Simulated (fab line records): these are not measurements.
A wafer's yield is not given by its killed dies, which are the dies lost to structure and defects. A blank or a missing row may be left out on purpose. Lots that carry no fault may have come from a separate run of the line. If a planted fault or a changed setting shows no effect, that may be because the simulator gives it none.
Matching of chambers	flow n5 finfet	N5_BEOL_M0_SAQP_HM_DEP_111 on pecvd-02: 3 sister chambers
The step deposits SiO2 from SiH4/N2O, target thk 12 nm, time 7.2 s. 18 wafers are shown with their chamber, then 9 later ones without.

== EACH WAFER AND ITS CHAMBER ==
wafer	chamber	showerhead plenum p Torr (Torr)	heater power w (W)	rf fwd power W (W)
L079.2	1	8.24	739	269.1
L079.3	0	8.14	948	270.7
L079.4	2	8.26	752	272.4
L085.1	2	8.24	757	272.3
L085.2	1	8.27	803	271.8
L085.6	2	8.28	761	273.0
L087.1	0	8.17	1031	272.2
L087.5	1	8.26	839	270.3
L087.6	0	8.14	1025	272.6
L086.2	0	8.15	913	272.9
L086.3	2	8.26	682	273.2
L086.6	0	8.17	893	273.1
L089.2	2	8.29	693	271.9
L089.4	0	8.15	1022	271.6
L089.5	2	8.25	704	271.6
L090.2	2	8.25	711	272.4
L090.3	1	8.24	786	272.7
L090.6	0	8.15	951	272.6

SIGNATURES (averages over the wafers above)
reading	chamber 0	chamber 1	chamber 2	scatter within a chamber
showerhead plenum p Torr	8.1529	8.2525	8.2614	0.0153
heater power w	969.00	791.75	722.86	45.6
rf fwd power W	272.243	270.975	272.400	0.957
Rule: a wafer's distance from a chamber is the root of the sum, over the readings, of the square of ((its reading less the chamber's mean) divided by the reading's scatter). If the next closest chamber is less than 2 further off than the closest, the wafer can't be placed; otherwise it belongs to the closest. The scatter: take each reading less its chamber's mean, square it, sum over the shown wafers, divide by the number of wafers less the number of chambers, and take the root.

== WAFERS MISSING THEIR CHAMBER ==
wafer	showerhead plenum p Torr (Torr)	heater power w (W)	rf fwd power W (W)
L092.2	8.14	1038	274.4
L092.3	8.24	736	272.6
L092.4	8.23	816	272.2
L094.1	8.16	953	272.4
L094.5	8.24	655	270.0
L094.6	8.16	976	272.9
L095.1	8.15	886	271.7
L095.3	8.23	798	271.5
L095.4	8.25	806	272.4

== WHICH CHAMBER EACH ONE RAN IN ==
wafer	from the rows above	in truth
L092.2	0	0
L092.3	can't be placed: 2 or 1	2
L092.4	can't be placed: 1 or 2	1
L094.1	0	0
L094.5	can't be placed: 2 or 1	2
L094.6	0	0
L095.1	0	0
L095.3	can't be placed: 1 or 2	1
L095.4	can't be placed: 1 or 2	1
Correctly placed: 4 of 9. Cannot be placed on the basis of these rows: 5; the candidates contain the true chamber in 5. Placed wrongly: 0.
